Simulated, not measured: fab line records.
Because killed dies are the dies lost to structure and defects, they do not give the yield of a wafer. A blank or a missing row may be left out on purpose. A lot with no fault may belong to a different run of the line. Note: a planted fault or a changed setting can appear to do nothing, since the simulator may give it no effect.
The tool behind it: which one? | flow nand-harc | 14 lots, 42 wafers sampled, at 3 steps of a route of 1302

WHAT THE GAUGES SHOWED, per wafer
NHARC_A_CHANNEL_HOLE_D1_OVL_MEAS_11.
lot  | measured     | on         | overlay-x-nm (nm) | overlay-y-nm (nm)
L985 | day 8 13:31  | overlay-02 | -0.3 0.5 0.8      | -1.0 -1.3 -0.9
L986 | day 9 03:25  | overlay-01 | -1.1 -0.6 -0.9    | 1.0 0.7 1.1
L987 | day 9 17:37  | overlay-02 | 1.9 2.0 1.9       | 1.2 0.3 0.9
L988 | day 10 04:02 | overlay-02 | 0.5 0.1 0.4       | 1.0 0.3 0.9
L989 | day 10 04:35 | overlay-01 | 0.0 0.6 -0.3      | -0.5 -0.3 -0.7
L997 | day 13 20:19 | overlay-02 | -1.3 -0.8 -1.2    | 1.0 0.0 0.5
L998 | day 13 22:08 | overlay-02 | 0.2 -0.1 -0.3     | -0.7 -0.6 -0.1
L999 | day 14 17:15 | overlay-02 | 0.5 0.4 -0.2      | 0.0 -0.1 -0.1
L100 | day 15 00:12 | overlay-02 | 1.1 0.7 0.9       | 0.9 0.9 0.7
L101 | day 15 09:50 | overlay-01 | -1.0 -1.7 -1.9    | -0.3 -0.5 -0.3
L103 | day 15 19:48 | overlay-02 | 1.7 1.8 2.0       | -0.8 -1.0 -1.3
L105 | day 16 23:19 | overlay-01 | -1.7 -1.5 -1.7    | -0.8 -1.1 -1.2
L107 | day 17 13:26 | overlay-01 | -1.6 -1.8 -1.5    | 0.3 -0.5 -0.4
L108 | day 18 05:19 | overlay-01 | -0.1 -0.2 0.0     | 0.6 -0.4 -0.4

EACH LOT AND THE TOOL THAT RAN IT (in order: tool; ch and the chambers of the sampled wafers; start)
lot  | NHARC_A_ZERO_WELL_ETCH_13        | NHARC_A_CHANNEL_HOLE_D1_DEP_00
L985 | rie-si-02 ch 2,3, day 6 22:26    | acl-dep-03 ch 0, day 8 10:47
L986 | rie-si-01 ch 0,1,3, day 7 10:53  | acl-dep-03 ch 0, day 8 21:48 and acl-dep-02 ch 0, day 9 00:43
L987 | rie-si-06 ch 0,2,3, day 7 18:46  | acl-dep-02 ch 0, day 9 15:02
L988 | rie-si-02 ch 0,1,2, day 7 23:37  | acl-dep-01 ch 0, day 9 21:34 and acl-dep-02 ch 0, day 10 01:26
L989 | rie-si-06 ch 0,1,3, day 8 10:57  | acl-dep-03 ch 0, day 10 02:17
L997 | rie-si-02 ch 0,2,3, day 11 23:41 | acl-dep-02 ch 0, day 13 17:55
L998 | rie-si-01 ch 0,2,3, day 12 03:17 | acl-dep-02 ch 0, day 13 19:47
L999 | rie-si-06 ch 0,1,2, day 12 21:04 | acl-dep-02 ch 0, day 14 14:50
L100 | rie-si-01 ch 0,1,2, day 13 07:31 | acl-dep-03 ch 0, day 14 21:56
L101 | rie-si-06 ch 2,3, day 13 20:28   | acl-dep-01 ch 0, day 15 07:23
L103 | rie-si-02 ch 0,1, day 14 04:05   | acl-dep-02 ch 0, day 15 17:49
L105 | rie-si-01 ch 1,2,3, day 15 02:01 | acl-dep-02 ch 0, day 16 21:32
L107 | rie-si-06 ch 1,3, day 15 23:53   | acl-dep-03 ch 0, day 17 10:42
L108 | rie-si-02 ch 1,2, day 16 13:55   | acl-dep-03 ch 0, day 18 02:35
- NHARC_A_ZERO_WELL_ETCH_13: etches the open film in HBr/Cl2, target depth 120 nm, time 40.1 s.
- NHARC_A_CHANNEL_HOLE_D1_DEP_00: deposits aC, target thk 3100 nm.

AS READ BY THE TOOLS THEMSELVES (means over the sampled wafers that have a number; for cases with no such wafer, the mark the record gives instead)
NHARC_A_ZERO_WELL_ETCH_13.
lot  | tool      | drypump-motor-current-A (A) | he-backside-leak-sccm (sccm) | oes-product-au (a.u.) | throttle-valve-pct (%)
L985 | rie-si-02 | 5.4                         | 2.88                         | 1.007                 | 26.414
L986 | rie-si-01 | 5.8                         | 2.62                         | 0.999                 | 26.415
L987 | rie-si-06 | 5.8                         | 2.49                         | 1.013                 | 26.412
L988 | rie-si-02 | 5.5                         | 2.65                         | 1.005                 | 26.408
L989 | rie-si-06 | 5.8                         | 2.46                         | 1.016                 | 26.399
L997 | rie-si-02 | 5.7                         | 2.78                         | 1.013                 | 26.398
L998 | rie-si-01 | 6.1                         | 2.81                         | 1.003                 | 26.407
L999 | rie-si-06 | 5.7                         | 2.55                         | 1.004                 | 26.411
L100 | rie-si-01 | 5.9                         | 2.68                         | 1.003                 | 26.414
L101 | rie-si-06 | 5.9                         | 2.56                         | 0.991                 | 26.405
L103 | rie-si-02 | 5.6                         | 2.47                         | 1.010                 | 26.403
L105 | rie-si-01 | 5.9                         | 2.64                         | 1.003                 | 26.406
L107 | rie-si-06 | 5.8                         | 2.46                         | 0.994                 | 26.399
L108 | rie-si-02 | 5.2                         | 2.59                         | 0.996                 | 26.409

NHARC_A_CHANNEL_HOLE_D1_DEP_00.
lot  | tool                  | throttle-valve-pct (%)
L985 | acl-dep-03            | 35.007
L986 | acl-dep-03/acl-dep-02 | 34.994
L987 | acl-dep-02            | 34.998
L988 | acl-dep-01/acl-dep-02 | 34.994
L989 | acl-dep-03            | 35.005
L997 | acl-dep-02            | 34.995
L998 | acl-dep-02            | 35.009
L999 | acl-dep-02            | 34.999
L100 | acl-dep-03            | 35.004
L101 | acl-dep-01            | 35.001
L103 | acl-dep-02            | 34.998
L105 | acl-dep-02            | 35.001
L107 | acl-dep-03            | 35.005
L108 | acl-dep-03            | 35.002

THE ANSWER, worked out from the rows above alone
Rule: what is usual is taken from the lots themselves. Put in order of their means at a reading, lots are off if they are a third of the lots or fewer, leave a main group of 4 or more, and stand apart from it by a gap of 3 or more times the standard deviation of the main group's means; of several such gaps the widest counts. Not used: any main group whose means are identical at the precision the tables above print for the reading. Also off: a lot with no number at a reading for which 4 or more lots have one. All remaining lots with rows at the step are treated as sound. Order of review: gauges by route order, followed by the tools' own readings, for which a lot's mean as printed above is used. At the first step where some lot is off, the reading lying furthest off is the one used; lots without a number count as furthest.
Nothing can be told from this: no lot is off at any reading shown.

WHAT THE SIMULATOR HAD INSERTED
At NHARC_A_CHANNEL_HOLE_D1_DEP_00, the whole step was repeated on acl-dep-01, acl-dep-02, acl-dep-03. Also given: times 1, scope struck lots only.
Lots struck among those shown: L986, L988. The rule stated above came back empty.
